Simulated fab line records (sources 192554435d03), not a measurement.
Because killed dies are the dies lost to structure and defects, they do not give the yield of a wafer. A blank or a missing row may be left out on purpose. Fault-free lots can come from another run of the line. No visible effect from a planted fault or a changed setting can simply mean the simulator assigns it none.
Lot-split experiment    flow n5-finfet    7 lots, 21 wafers read, on a route of 1938 steps

## ON THE SPLIT
At N5_BEOL_M13_COAT_04 (resist thk 400 nm), the setting spin-rpm was moved away from the recipe's 1625 rpm on 7 of the 21 wafers read, by -9.5% to +11.0%. This setting was run at the recipe's value on the other wafers.

## FROM THE SPLIT TO THE READING: what the file shows between them, 4 steps
- N5_BEOL_M13_EBR_06
- N5_BEOL_M13_SOFTBAKE_05: time 60 s
- N5_BEOL_M13_DESCUM_15: chemistry O2, time 7.9 s
- N5_BEOL_M13_ETCH_59: etches BARC in N2/H2, target depth 89 nm, overetch 26.7 nm, time 67.9 s

## THE READING
coat_of_BEOL_M13_COAT_04.thk-nm (the simulator's own value, which no gauge read), in nm, at N5_BEOL_M13_VIA_ETCH_16 (etches SiOC in C4F8/O2/Ar, target depth 921.7 nm). No usual value for it is given in the file. Average 70.4 nm, standard deviation 2.8 nm, over the 14 wafers here run with the recipe.

wafer   tool, chamber at the split  spin-rpm as run, rpm  against the recipe  coat_of_BEOL_M13_COAT_04.thk-nm, nm  against lot-mates on the recipe
L079.2  litho-track-01, 0           1625                  recipe              67.4                                 -
L079.3  litho-track-01, 0           1625                  recipe              66.2                                 -
L079.4  litho-track-01, 0           1784                  +9.8%               54.6                                 -12.2
L084.2  litho-track-01, 0           1803                  +11.0%              52.8                                 -17.4
L084.3  litho-track-01, 0           1625                  recipe              70.2                                 -
L084.5  litho-track-01, 0           1803                  +11.0%              48.4                                 -21.8
L089.3  litho-track-05, 0           1540                  -5.2%               89.8                                 +18.4
L089.5  litho-track-05, 0           1625                  recipe              70.8                                 -
L089.6  litho-track-05, 0           1625                  recipe              72                                   -
L092.1  litho-track-04, 0           1625                  recipe              66.4                                 -
L092.2  litho-track-04, 0           1476                  -9.2%               87.8                                 +21.4
L092.5  litho-track-04, 0           1476                  -9.2%               82.2                                 +15.8
L093.1  litho-track-05, 0           1625                  recipe              75.8                                 -
L093.4  litho-track-05, 0           1625                  recipe              68.8                                 -
L093.6  litho-track-05, 0           1625                  recipe              69.6                                 -
L096.2  litho-track-01, 0           1625                  recipe              69                                   -
L096.3  litho-track-01, 0           1625                  recipe              69.6                                 -
L096.5  litho-track-01, 0           1471                  -9.5%               88.2                                 +18.9
L097.1  litho-track-04, 0           1625                  recipe              74.2                                 -
L097.4  litho-track-04, 0           1625                  recipe              73.8                                 -
L097.6  litho-track-04, 0           1625                  recipe              72                                   -

THE FIT
A straight line over all 21 wafers: coat_of_BEOL_M13_COAT_04.thk-nm changes by -1.81 nm for each +1% of spin-rpm; r = -0.95; the points scatter about the line by 3.6 nm.
The same after taking each lot's own level away (the mean of its wafers on the recipe; 21 wafers): -1.87 nm for each +1%; r = -0.97; scatter 2.9 nm.
Per that fit: largest spin-rpm move, reading shift of 21 nm.
Across the lots, their own levels run from 66.40 to 73.33 nm, a range of 2.5 times the standard deviation given above.
Consequently the slope shifts little with the lot-to-lot level, the two slopes agreeing.
Check: for one of the wafers moved furthest among these (+11.0%), held out of the fit, the line's prediction against its lot-mates is -20.2 nm. Against them it came out at -17.4 nm.

## OTHER SPLITS ON THESE WAFERS
These wafers also went through other splits before the reading. Each is held against what the fit with the lots' levels taken away leaves over:
other split on the same wafers       wafers away from the commonest value  r with coat_of_BEOL_M13_COAT_04.thk-nm (lot level and that fit taken away)
N5_BEOL_M5_COAT_22 spin-rpm          10                                    +0.17
N5_BEOL_M7_ETCH_66 bias-w            7                                     +0.23
N5_BEOL_M8_DEP_56 time-s             6                                     +0.08
N5_BEOL_M11_TRENCH_ETCH_37 source-w  8                                     +0.19
N5_BEOL_M11_CURE_72 time-s           9                                     +0.33

## THE WHOLE CHAIN: every reading that the file lists as answering this split, in the file's order
step                     what it does                                      reading                                                                           change (the file's fit)               r (the file's)
N5_BEOL_M13_COAT_04      resist thk 400 nm                                 coat_of_BEOL_M13_COAT_04.thk-nm (the simulator's own value, which no gauge read)  -2 nm for each +1% of the setting     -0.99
N5_BEOL_M13_VIA_ETCH_16  etches SiOC in C4F8/O2/Ar, target depth 921.7 nm  coat_of_BEOL_M13_COAT_04.thk-nm (the simulator's own value, which no gauge read)  -1.87 nm for each +1% of the setting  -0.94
N5_BEOL_M13_STRIP_63     strips in N2/H2                                   strip-time-to-endpoint-s                                                          withheld for each +1% of the setting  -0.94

## FILE'S OWN FIT
coat_of_BEOL_M13_COAT_04.thk-nm changes by -1.87 nm for each +1% of spin-rpm, r = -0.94.
